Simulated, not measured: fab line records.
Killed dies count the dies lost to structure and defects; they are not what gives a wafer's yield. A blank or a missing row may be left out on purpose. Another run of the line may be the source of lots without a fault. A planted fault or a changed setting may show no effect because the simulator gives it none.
fab line records ; flow nand-harc
record: lots: 12; wafers: 36; last-day: 24
route steps=1159 shown A_M1@1037 A_BONDPAD@1059 END@1159
lots that met no fault: from a run of the same line without faults
start-h: start of the lot's first displayed wafer, in hours after the record's first day ; wait-h: time in hours since the lot's previous step ; " identical to the entry in the row above ; L1.1+2: a single row standing in for several wafers ; - no value present, or no start provided ; * or withheld: withheld ; < > ~ a bound
route shown NAME@n: NAME is a module with steps in the file, n the number in the route of the first one ; usual: mean/standard deviation taken from wafers without a fault ; same: alike in all rows ; chamber/n: place in a boat ; sites: readings site by site ; _std_site: the standard deviation of these ; _edge_site: the outer-site mean with the inner-site mean subtracted ; radius-mm: for every site, how far away it sits from the centre of the wafer ; mask NAME#n: copy n ; behind: the most recent tool/chamber to have shaped the wafer ; hold: what put the lot on hold/how long, in hours/how the hold closed ; device: whichever transistor did not switch (one of n, p or np) ; end of line: at the end of the route, the tests of the same wafers ; where a step has no rows: the recipe by itself ; killed: count of dies lost to structure and defects at first sort (not the wafer's yield) ; map: a wafer's dies, x killed, . not, _ none there
set.NAME: the setting as run; set.NAME@STEP: as run at that earlier step ; model.NAME: the simulator's own value behind a step, which no gauge read
steps of the route over a sample of lots; a table a step, a row a wafer
services: when a tool's chamber went out of use (start-h, in hours from the record's first day, below 0 if earlier), for how many hours, and the reason
== steps ==
step: NHARC_A_M1_OVL_MEAS_10
recipe: pitch-nm: 240
usual: overlay-x-nm: 0.3/0.85; overlay-y-nm: 0.0/0.81
lot.wafer;tool;chamber;start-h;wait-h;overlay-x-nm;overlay-y-nm
L809.1;overlay-01;-;407.56;-;1.5;-0.5
L809.3;overlay-01;-;407.56;-;1.1;0.1
L809.4;overlay-01;-;407.56;-;1.6;-0.8
L810.1;overlay-01;-;416.84;-;-0.1;0.7
L810.3;overlay-01;-;416.84;-;-0.4;0.2
L810.4;overlay-01;-;416.84;-;0.1;0.6
L805.1;overlay-01;-;427.26;-;0.9;1.0
L805.2;overlay-01;-;427.26;-;1.0;1.5
L805.5;overlay-01;-;427.26;-;1.2;0.7
L808.2;overlay-02;-;427.54;-;1.0;-0.2
L808.3;overlay-02;-;427.54;-;0.9;-0.4
L808.4;overlay-02;-;427.54;-;0.7;0.2
L814.1;overlay-01;-;444.29;-;0.9;-0.3
L814.2;overlay-01;-;444.29;-;0.2;-0.4
L814.6;overlay-01;-;444.29;-;0.0;0.0
L813.1;overlay-01;-;450.17;-;-1.0;1.0
L813.2;overlay-01;-;450.17;-;-0.6;1.6
L813.5;overlay-01;-;450.17;-;-1.0;1.5
L820.2;overlay-01;-;468.09;-;0.5;-1.6
L820.4;overlay-01;-;468.09;-;1.0;-1.5
L820.6;overlay-01;-;468.09;-;0.6;-1.5
L816.1;overlay-01;-;468.46;-;-0.4;-0.1
L816.2;overlay-01;-;468.46;-;-0.3;0.3
L816.3;overlay-01;-;468.46;-;0.1;-0.2
L818.2;overlay-02;-;484.36;-;-0.1;1.4
L818.4;overlay-02;-;484.36;-;0.9;1.6
L818.5;overlay-02;-;484.36;-;0.5;1.8
L819.1;overlay-02;-;499.60;-;0.4;0.8
L819.2;overlay-02;-;499.60;-;0.2;0.7
L819.5;overlay-02;-;499.60;-;0.0;-0.2
L828.2;overlay-01;-;527.07;-;-0.8;-0.5
L828.4;overlay-01;-;527.07;-;-0.8;-0.1
L828.6;overlay-01;-;527.07;-;-1.1;0.3
L826.1;overlay-01;-;531.17;-;0.8;-0.8
L826.4;overlay-01;-;531.17;-;0.7;-0.1
L826.6;overlay-01;-;531.17;-;1.2;-0.7
step: NHARC_A_M1_PRE_CLEAN_30
recipe: time-s: 30; temp-c: 280; gas: H2/He
usual: heater-power-w: 379/31
lot.wafer;tool;chamber;start-h;wait-h;heater-power-w
L809.1;pvd-sputter-02;-;-;-;401
L809.3;pvd-sputter-02;-;-;-;462
L809.4;pvd-sputter-02;-;-;-;380
L810.1;pvd-sputter-01;-;-;-;356
L810.4;pvd-sputter-01;-;-;-;372
L810.3;pvd-sputter-01;-;-;-;342
L805.2;pvd-sputter-03;-;-;-;353
L805.1;pvd-sputter-03;-;-;-;333
L805.5;pvd-sputter-03;-;-;-;350
L808.3;pvd-sputter-02;-;-;-;456
L808.2;pvd-sputter-02;-;-;-;377
L808.4;pvd-sputter-02;-;-;-;387
L814.2;pvd-sputter-02;-;-;-;379
L814.1;pvd-sputter-02;-;-;-;469
L814.6;pvd-sputter-02;-;-;-;369
L813.1;pvd-sputter-02;-;-;-;472
L813.2;pvd-sputter-02;-;-;-;376
L813.5;pvd-sputter-02;-;-;-;386
L820.4;pvd-sputter-03;-;-;-;387
L820.2;pvd-sputter-03;-;-;-;382
L820.6;pvd-sputter-03;-;-;-;372
L816.1;pvd-sputter-01;-;-;-;351
L816.3;pvd-sputter-01;-;-;-;380
L816.2;pvd-sputter-01;-;-;-;373
L818.4;pvd-sputter-03;-;-;-;376
L818.2;pvd-sputter-03;-;-;-;380
L818.5;pvd-sputter-03;-;-;-;393
L819.1;pvd-sputter-03;-;-;-;395
L819.2;pvd-sputter-03;-;-;-;368
L819.5;pvd-sputter-03;-;-;-;349
L828.2;pvd-sputter-03;-;-;-;393
L828.4;pvd-sputter-03;-;-;-;354
L828.6;pvd-sputter-03;-;-;-;367
L826.4;pvd-sputter-03;-;-;-;364
L826.1;pvd-sputter-03;-;-;-;339
L826.6;pvd-sputter-03;-;-;-;369
step: NHARC_A_BONDPAD_DEP_00
recipe: target-thk-a: 2500; temp-c: 370; target-thk-nm: 250; pressure-torr: 3; flow-sccm: 200; rf-w: 450; material: SiCN
usual: heater-power-outer-w: 297/48; heater-power-w: 522/68
lot.wafer;tool;chamber;start-h;wait-h;heater-power-outer-w;heater-power-w
L809.1;pecvd-02;2;410.97;-;249;455
L809.3;pecvd-02;0;410.97;-;319;535
L809.4;pecvd-02;2;410.97;-;259;463
L810.3;pecvd-02;2;420.26;-;202;379
L810.1;pecvd-02;0;420.26;-;399;633
L810.4;pecvd-02;0;420.26;-;403;657
L805.1;pecvd-02;2;430.78;-;249;438
L805.2;pecvd-02;0;430.78;-;364;612
L805.5;pecvd-02;1;430.78;-;281;517
L808.3;pecvd-04;1;430.93;-;304;501
L808.2;pecvd-04;2;430.93;-;296;535
L808.4;pecvd-04;1;430.93;-;302;521
L814.2;pecvd-04;2;447.70;-;343;605
L814.1;pecvd-04;0;447.70;-;319;551
L814.6;pecvd-04;2;447.70;-;331;616
L813.1;pecvd-03;0;453.76;-;261;469
L813.2;pecvd-03;1;453.76;-;276;529
L813.5;pecvd-03;0;453.76;-;266;481
L820.2;pecvd-03;0;471.53;-;254;461
L820.4;pecvd-03;2;471.53;-;309;515
L820.6;pecvd-03;1;471.53;-;304;564
L816.2;pecvd-03;2;471.86;-;279;463
L816.3;pecvd-03;0;471.86;-;299;503
L816.1;pecvd-03;1;471.86;-;325;578
L818.2;pecvd-03;0;488.42;-;230;427
L818.4;pecvd-03;2;488.42;-;304;521
L818.5;pecvd-03;0;488.42;-;248;455
L819.2;pecvd-03;0;502.96;-;239;429
L819.1;pecvd-03;2;502.96;-;275;485
L819.5;pecvd-03;2;502.96;-;290;511
L828.2;pecvd-04;0;530.75;-;354;601
L828.6;pecvd-04;2;530.75;-;340;615
L828.4;pecvd-04;1;530.75;-;220;403
L826.1;pecvd-02;1;534.77;-;288;521
L826.4;pecvd-02;0;534.77;-;391;653
L826.6;pecvd-02;2;534.77;-;221;391
step: NHARC_A_BONDPAD_THK_MEAS_30
recipe: thk-meas-gauge: ellipsometry
usual: thk-nm: 200.2/1.3
lot.wafer;tool;chamber;start-h;wait-h;thk-nm
L809.1;film-metro-02;-;411.58;0.2;200.2
L809.3;film-metro-02;-;411.58;0.2;202.5
L809.4;film-metro-02;-;411.58;0.2;200.7
L810.1;film-metro-02;-;420.92;0.2;199.6
L810.3;film-metro-02;-;420.92;0.2;200.4
L810.4;film-metro-02;-;420.92;0.2;203.4
L805.1;film-metro-01;-;431.44;0.2;200.6
L805.2;film-metro-01;-;431.44;0.2;199.8
L805.5;film-metro-01;-;431.44;0.2;198.8
L808.2;film-metro-02;-;431.58;0.2;198.5
L808.3;film-metro-02;-;431.58;0.2;199.9
L808.4;film-metro-02;-;431.58;0.2;197.6
L814.1;film-metro-02;-;448.36;0.2;198.6
L814.2;film-metro-02;-;448.36;0.2;199.8
L814.6;film-metro-02;-;448.36;0.2;200.0
L813.1;film-metro-01;-;454.41;0.1;200.6
L813.2;film-metro-01;-;454.41;0.1;198.2
L813.5;film-metro-01;-;454.41;0.1;200.8
L820.2;film-metro-02;-;472.14;0.2;199.8
L820.4;film-metro-02;-;472.14;0.2;202.3
L820.6;film-metro-02;-;472.14;0.2;200.0
L816.1;film-metro-01;-;472.55;0.2;199.3
L816.2;film-metro-01;-;472.55;0.2;200.2
L816.3;film-metro-01;-;472.55;0.2;198.3
L818.2;film-metro-02;-;489.22;0.2;200.2
L818.4;film-metro-02;-;489.22;0.2;201.0
L818.5;film-metro-02;-;489.22;0.2;188.2
L819.1;film-metro-01;-;503.76;0.2;200.1
L819.2;film-metro-01;-;503.76;0.2;201.1
L819.5;film-metro-01;-;503.76;0.2;190.1
L828.2;film-metro-01;-;531.37;0.2;200.8
L828.4;film-metro-01;-;531.37;0.2;200.4
L828.6;film-metro-01;-;531.37;0.2;201.2
L826.1;film-metro-01;-;535.38;0.2;199.5
L826.4;film-metro-01;-;535.38;0.2;196.5
L826.6;film-metro-01;-;535.38;0.2;201.0
step: NHARC_A_BONDPAD_CD_MEAS_09
recipe: target-cd-nm: 500; landing-energy-ev: 500
usual: cd-nm: 498.9/1.8
lot.wafer;tool;chamber;start-h;wait-h;cd-nm
L809.1;cd-sem-02;0;412.15;-;500.3
L809.3;cd-sem-02;0;412.15;-;500.5
L809.4;cd-sem-02;0;412.15;-;499.8
L810.1;cd-sem-01;0;421.37;-;497.5
L810.3;cd-sem-01;0;421.37;-;494.0
L810.4;cd-sem-01;0;421.37;-;496.5
L805.1;cd-sem-02;0;432.01;-;500.2
L805.2;cd-sem-02;0;432.01;-;497.8
L805.5;cd-sem-02;0;432.01;-;497.9
L808.2;cd-sem-01;0;432.18;-;497.3
L808.3;cd-sem-01;0;432.18;-;498.7
L808.4;cd-sem-01;0;432.18;-;498.7
L814.1;cd-sem-03;0;448.80;-;502.4
L814.2;cd-sem-03;0;448.80;-;499.5
L814.6;cd-sem-03;0;448.80;-;499.2
L813.1;cd-sem-02;0;454.85;-;498.7
L813.2;cd-sem-02;0;454.85;-;498.1
L813.5;cd-sem-02;0;454.85;-;499.8
L820.2;cd-sem-02;0;472.71;-;501.0
L820.4;cd-sem-02;0;472.71;-;497.5
L820.6;cd-sem-02;0;472.71;-;499.7
L816.1;cd-sem-03;0;473.12;-;498.4
L816.2;cd-sem-03;0;473.12;-;499.2
L816.3;cd-sem-03;0;473.12;-;499.2
L818.2;cd-sem-02;0;489.79;-;497.7
L818.4;cd-sem-02;0;489.79;-;498.7
L818.5;cd-sem-02;0;489.79;-;499.3
L819.1;cd-sem-03;0;504.32;-;496.3
L819.2;cd-sem-03;0;504.32;-;499.3
L819.5;cd-sem-03;0;504.32;-;498.9
L828.2;cd-sem-03;0;531.94;-;498.3
L828.4;cd-sem-03;0;531.94;-;497.3
L828.6;cd-sem-03;0;531.94;-;497.2
L826.1;cd-sem-01;0;535.94;-;500.6
L826.4;cd-sem-01;0;535.94;-;500.6
L826.6;cd-sem-01;0;535.94;-;499.5
step: NHARC_END_SORT_01
recipe: temp-c: 25
usual: defect-limited-yield: 95.4/1.4; killed-at-array: 27/9.3; killed-at-other: 0.9/1.3; killed-at-periphery: 3.6/2.7; killed-dies: 31/9.7; killed-open: 3.3/1.8; killed-short: 2.0/1.5; sort_bin_2_pct: 1.4/0.63; sort_bin_3_pct: 0.25/0.21; sort_bin_4_pct: 2.9/0.93; sort-n-pass: 646/9.7; sort-rim-yield-pct: 95/3.1; sort-yield-pct: 95.4/1.4
same: gross-dies: 677; sort_bin_5_pct[%]: 0; sort_bin_6_pct[%]: 0; sort_bin_7_pct[%]: 0; sort_bin_8_pct[%]: 0; sort-rim-n-gross: 106.00
lot.wafer;tool;chamber;start-h;wait-h;defect-limited-yield[%];killed-at-array;killed-at-other;killed-at-periphery;killed-dies;killed-open;killed-short;sort_bin_2_pct[%];sort_bin_3_pct[%];sort_bin_4_pct[%];sort-n-pass;sort-rim-yield-pct[%];sort-yield-pct[%]
L808.2;prober-01;0;470.91;2.8;96.0;23;0;4;27;5;4;1.2;0;2.8;650;95;96.0
L808.3;prober-01;0;471.71;3.1;96.3;21;0;4;25;2;1;1.0;0.30;2.4;652;92;96.3
L808.4;prober-01;0;472.52;3.4;96.0;22;2;3;27;1;5;1.5;0.30;2.2;650;95;96.0
L816.1;prober-01;0;504.88;2.5;93.5;42;1;1;44;2;1;1.9;0.44;4.1;633;90;93.5
L816.2;prober-01;0;505.68;2.8;93.1;45;2;0;47;1;1;2.4;0.15;4.4;630;90;93.1
L816.3;prober-01;0;506.49;3.1;93.1;42;1;4;47;2;1;2.4;0;4.6;630;89;93.1
L820.2;prober-02;0;505.68;2.8;96.6;19;0;4;23;4;2;0.9;0.15;2.4;654;99;96.6
L820.4;prober-02;0;507.30;3.4;96.2;23;0;3;26;5;2;1.6;0.15;2.1;651;99;96.2
L820.6;prober-02;0;508.92;4.0;97.2;17;0;2;19;3;1;0.9;0.15;1.8;658;95;97.2
L818.2;prober-01;0;525.86;2.8;95.0;32;0;2;34;3;2;1.8;0.15;3.1;643;93;95.0
L818.4;prober-01;0;527.46;3.4;96.0;25;0;2;27;6;0;1.6;0;2.4;650;96;96.0
L818.5;prober-01;0;528.26;3.7;94.5;31;0;6;37;8;4;2.4;0.44;2.7;640;92;94.5
L826.1;prober-01;0;567.47;2.5;95.4;31;0;0;31;3;0;1.5;0.15;3.0;646;90;95.4
L826.4;prober-01;0;569.88;3.4;95.4;28;1;2;31;1;1;1.9;0.59;2.1;646;94;95.4
L826.6;prober-01;0;571.48;4.0;94.2;30;1;8;39;5;4;1.2;0.44;4.1;638;90;94.2
killed by level:class
L808.2 A_CHANNEL_HOLE_D1:chamber-film-flake=13 A_STAIRCASE:chamber-film-flake=2 P_CONTACT:geometric-particle:short=1 P_CONTACT:geometric-particle:open=1 P_M0:geometric-particle:open=1 A_SOURCE_PLATE:geometric-particle:open=1 A_CHANNEL_HOLE_D1:geometric-particle:short=1 A_CHANNEL_FILL_D1:geometric-particle:short=1
L808.3 A_CHANNEL_HOLE_D1:chamber-film-flake=14 A_STAIRCASE:chamber-film-flake=4 P_GATE:chamber-film-flake=2 P_CONTACT:geometric-particle:open=1 A_M0:geometric-particle:short=1 A_M1:geometric-particle:open=1 P_STI:chamber-film-flake=1 A_CONTACT:chamber-film-flake=1
L808.4 A_CHANNEL_HOLE_D1:chamber-film-flake=15 P_STI:chamber-film-flake=2 A_STAIRCASE:chamber-film-flake=2 P_CONTACT:geometric-particle:short=1 A_ONON_D1:geometric-particle:short=1 A_CHANNEL_HOLE_D1:geometric-particle:short=1 A_WL_FILL:geometric-particle:short=1 A_BLC:geometric-particle:open=1
L816.1 A_CHANNEL_HOLE_D1:chamber-film-flake=23 A_SLIT:chamber-film-flake=11 A_STAIRCASE:chamber-film-flake=3 A_CHANNEL_FILL_D1:geometric-particle:short=1 A_SGD_CUT:geometric-particle:open=1 A_WL_FILL:geometric-particle:open=1 P_M1:chamber-film-flake=1 A_ZERO_WELL:chamber-film-flake=1
L820.2 A_SLIT:chamber-film-flake=8 A_CHANNEL_HOLE_D1:chamber-film-flake=5 A_CHANNEL_FILL_D1:geometric-particle:short=2 P_M0:geometric-particle:open=1 P_M2:geometric-particle:open=1 A_CHANNEL_FILL_D1:geometric-particle:open=1 A_CONTACT:geometric-particle:open=1 P_GATE:chamber-film-flake=1
L816.2 A_CHANNEL_HOLE_D1:chamber-film-flake=24 A_SLIT:chamber-film-flake=13 A_CHANNEL_FILL_D1:chamber-film-flake=2 A_STAIRCASE:chamber-film-flake=2 A_WL_FILL:geometric-particle:short=1 STARTING-WAFER:geometric-particle:open=1 A_ZERO_WELL:chamber-film-flake=1 A_WL_FILL:chamber-film-flake=1
L816.3 A_CHANNEL_HOLE_D1:chamber-film-flake=18 A_SLIT:chamber-film-flake=11 A_STAIRCASE:chamber-film-flake=8 A_WL_FILL:chamber-film-flake=2 P_GATE:geometric-particle:open=1 P_CONTACT:geometric-particle:open=1 A_WL_FILL:geometric-particle:short=1 P_STI:chamber-film-flake=1
L820.4 A_SLIT:chamber-film-flake=12 A_CHANNEL_HOLE_D1:chamber-film-flake=4 A_CONTACT:geometric-particle:open=2 P_M0:geometric-particle:open=1 A_CHANNEL_FILL_D1:geometric-particle:open=1 A_CHANNEL_FILL_D1:geometric-particle:short=1 A_WL_FILL:geometric-particle:short=1 A_BLC:geometric-particle:open=1
L820.6 A_SLIT:chamber-film-flake=10 A_CHANNEL_HOLE_D1:chamber-film-flake=4 A_CONTACT:geometric-particle:open=2 P_M0:geometric-particle:open=1 A_CHANNEL_FILL_D1:geometric-particle:short=1 P_BONDPAD:chamber-film-flake=1
L818.2 A_SLIT:chamber-film-flake=16 A_CHANNEL_HOLE_D1:chamber-film-flake=3 A_CONTACT:chamber-film-flake=3 A_BLC:chamber-film-flake=3 P_CONTACT:geometric-particle:open=1 A_SOURCE_PLATE:geometric-particle:short=1 A_WL_FILL:geometric-particle:open=1 A_CONTACT:geometric-particle:short=1
L818.4 A_SLIT:chamber-film-flake=10 A_STAIRCASE:chamber-film-flake=4 A_CONTACT:geometric-particle:open=3 A_CHANNEL_HOLE_D1:chamber-film-flake=3 A_CONTACT:chamber-film-flake=2 P_M1:geometric-particle:open=1 A_CHANNEL_HOLE_D1:geometric-particle:open=1 A_SGD_CUT:geometric-particle:open=1
L818.5 A_SLIT:chamber-film-flake=13 A_BLC:chamber-film-flake=3 A_CONTACT:chamber-film-flake=3 A_CHANNEL_HOLE_D1:chamber-film-flake=3 A_STAIRCASE:chamber-film-flake=3 P_M0:geometric-particle:short=2 P_STI:geometric-particle:open=1 P_GATE:geometric-particle:open=1
L826.1 A_CHANNEL_HOLE_D1:chamber-film-flake=16 A_CONTACT:chamber-film-flake=7 A_STAIRCASE:chamber-film-flake=4 A_SOURCE_PLATE:geometric-particle:open=1 A_CONTACT:geometric-particle:open=1 A_BLC:geometric-particle:open=1 A_ZERO_WELL:chamber-film-flake=1
L826.4 A_CHANNEL_HOLE_D1:chamber-film-flake=18 A_CONTACT:chamber-film-flake=4 P_STI:chamber-film-flake=2 A_STAIRCASE:chamber-film-flake=2 A_SOURCE_PLATE:geometric-particle:open=1 A_BLC:geometric-particle:short=1 A_ZERO_WELL:chamber-film-flake=1 A_M1:chamber-film-flake=1
L826.6 A_CHANNEL_HOLE_D1:chamber-film-flake=20 A_STAIRCASE:chamber-film-flake=4 A_CONTACT:chamber-film-flake=4 P_CONTACT:geometric-particle:open=3 P_CONTACT:geometric-particle:short=1 P_M0:geometric-particle:short=1 P_M1:geometric-particle:short=1 A_SOURCE_PLATE:geometric-particle:open=1
== services ==
tool;chamber;start-h;hours;kind
pecvd-04;0;389.00;-;clean
pvd-sputter-02;-;395.93;0.7;repair
pvd-sputter-02;-;409.39;10.0;pm
pvd-sputter-03;-;415.55;3.1;repair
pvd-sputter-03;-;458.05;10.0;pm
pecvd-03;-;473.29;13.0;pm
pecvd-03;0;473.29;13.0;vent-cycle
pecvd-03;1;473.29;13.0;vent-cycle
pecvd-03;2;473.29;13.0;vent-cycle
pecvd-03;0;486.29;-;clean
pecvd-03;1;486.29;-;clean
pecvd-03;2;486.29;-;clean
pecvd-03;1;487.58;21.5;repair
pvd-sputter-01;-;509.17;2.1;repair
pecvd-02;2;512.97;4.9;repair
pvd-sputter-01;-;514.03;10.0;pm
pecvd-02;-;515.57;13.0;pm
pecvd-02;0;515.57;13.0;vent-cycle
pecvd-02;1;515.57;13.0;vent-cycle
pecvd-04;1;522.59;5.7;repair
pecvd-02;0;528.57;-;clean
pecvd-02;1;528.57;-;clean
pecvd-02;2;528.57;-;clean
pvd-sputter-03;-;531.28;1.0;repair
== key ==
first-sign: step: NHARC_A_BONDPAD_THK_MEAS_30; reading: thk-nm; direction: down; sigmas: 8.3; usual: 200.2; struck: 189.1
effect none on later readings
met-at NHARC_A_BONDPAD_DEP_00
struck-lots L818,L819
struck-wafers L818.5,L819.5
not-acting-at NHARC_A_M1_OVL_MEAS_10,NHARC_A_M1_PRE_CLEAN_30,NHARC_A_BONDPAD_CD_MEAS_09
onset-between 471.86 488.42
fault: kind: process-parameter-drift; tool: pecvd-03; chamber: -; onset-h: 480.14; steps: NHARC_A_BONDPAD_DEP_00; channel: target-thk-nm; offset: -61.58; shape: step; end-h: 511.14; scope: struck-wafers-only; acts-in: these-recipes-only; stated: 250
